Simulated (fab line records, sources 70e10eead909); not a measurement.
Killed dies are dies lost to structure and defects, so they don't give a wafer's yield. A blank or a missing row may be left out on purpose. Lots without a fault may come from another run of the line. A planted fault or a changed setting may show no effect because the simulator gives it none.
A struck lot beside a sound one | flow nand_harc | 14 steps out of a route of 1302
Sound: wafers L329.1, L329.3, L329.6. Struck: wafers L336.2, L336.4, L336.5. The cause comes at the end.
At each step with rows: each side's tool, then ch and its chambers, then its first start. Under that, the readings that differ: sound wafers | struck wafers | difference of the means | sigmas: that difference in standard deviations of wafers without a fault.
alike: readings whose means differ by less than 2 such deviations, and words and numbers that are the same on both sides. not compared: withheld readings, readings that some wafer has no value for, bounds like >300 that may hide the same value, and numbers for which the record gives no deviation and whose values overlap.
The two part at a step that has a row with sigmas, a row that says differs or no value, or rows on one side only. Numbers that don't overlap but have no deviation are shown without sigmas and don't part them. A reading that every wafer of one side lacks parts them only if that side has two wafers or more.

NHARC_A_ONON_D2_THK_MEAS_02: measures by ellipsometry.
  sound on film_metro-01, day 14 19:52; struck on film_metro-02, day 18 13:38
  alike: thk_nm
then, 1 step without rows for these wafers: NHARC_A_ONON_D2_DEP_03 (target thk 1000 nm).
NHARC_A_ONON_D2_THK_MEAS_05: measures by ellipsometry.
  sound on film_metro-01, day 14 20:25; struck on film_metro-02, day 18 14:13
  alike: thk_nm
then, 1 step without rows for these wafers: NHARC_A_ONON_D2_DEP_06 (target thk 1000 nm).
NHARC_A_ONON_D2_THK_MEAS_08: measures by ellipsometry.
  sound on film_metro-01, day 14 20:59; struck on film_metro-02, day 18 14:46
  alike: thk_nm
then, 1 step without rows for these wafers: NHARC_A_ONON_D2_DEP_09 (target thk 1000 nm).
NHARC_A_ONON_D2_THK_MEAS_11: measures by ellipsometry.
  sound on film_metro-02, day 14 21:33; struck on film_metro-01, day 18 15:20
  alike: thk_nm
then, 1 step without rows for these wafers: NHARC_A_ONON_D2_DEP_12 (target thk 1000 nm).
NHARC_A_ONON_D2_THK_MEAS_14: measures by ellipsometry.
  sound on film_metro-01, day 14 22:07; struck on film_metro-01, day 18 15:54
  alike: thk_nm
then, 2 steps without rows for these wafers: NHARC_A_ONON_D2_ANNEAL_15 (time 3600 s); NHARC_A_ONON_D2_DEP_16 (target thk 1000 nm).
NHARC_A_ONON_D2_THK_MEAS_18: measures by ellipsometry.
  sound on film_metro-01, day 15 06:10; struck on film_metro-01, day 19 01:02
  alike: thk_nm
NHARC_A_ONON_D2_DEP_19: target thk 1000 nm.
  sound on pecvd_onon-02 ch 0, day 15 06:13; struck on pecvd_onon-02 ch 0, day 19 01:08
NHARC_A_ONON_D2_THK_MEAS_21: measures by ellipsometry.
  sound on film_metro-01, day 15 06:44; struck on film_metro-01, day 19 01:46
  reading     | sound          | struck         | difference | sigmas
  thk_nm (nm) | 1009 1010 1009 | 1545 1546 1542 | +535       | +49
  not compared: hold

WHERE THEY PART
Only at NHARC_A_ONON_D2_THK_MEAS_21, within this record.

WHY: what the simulator had put in
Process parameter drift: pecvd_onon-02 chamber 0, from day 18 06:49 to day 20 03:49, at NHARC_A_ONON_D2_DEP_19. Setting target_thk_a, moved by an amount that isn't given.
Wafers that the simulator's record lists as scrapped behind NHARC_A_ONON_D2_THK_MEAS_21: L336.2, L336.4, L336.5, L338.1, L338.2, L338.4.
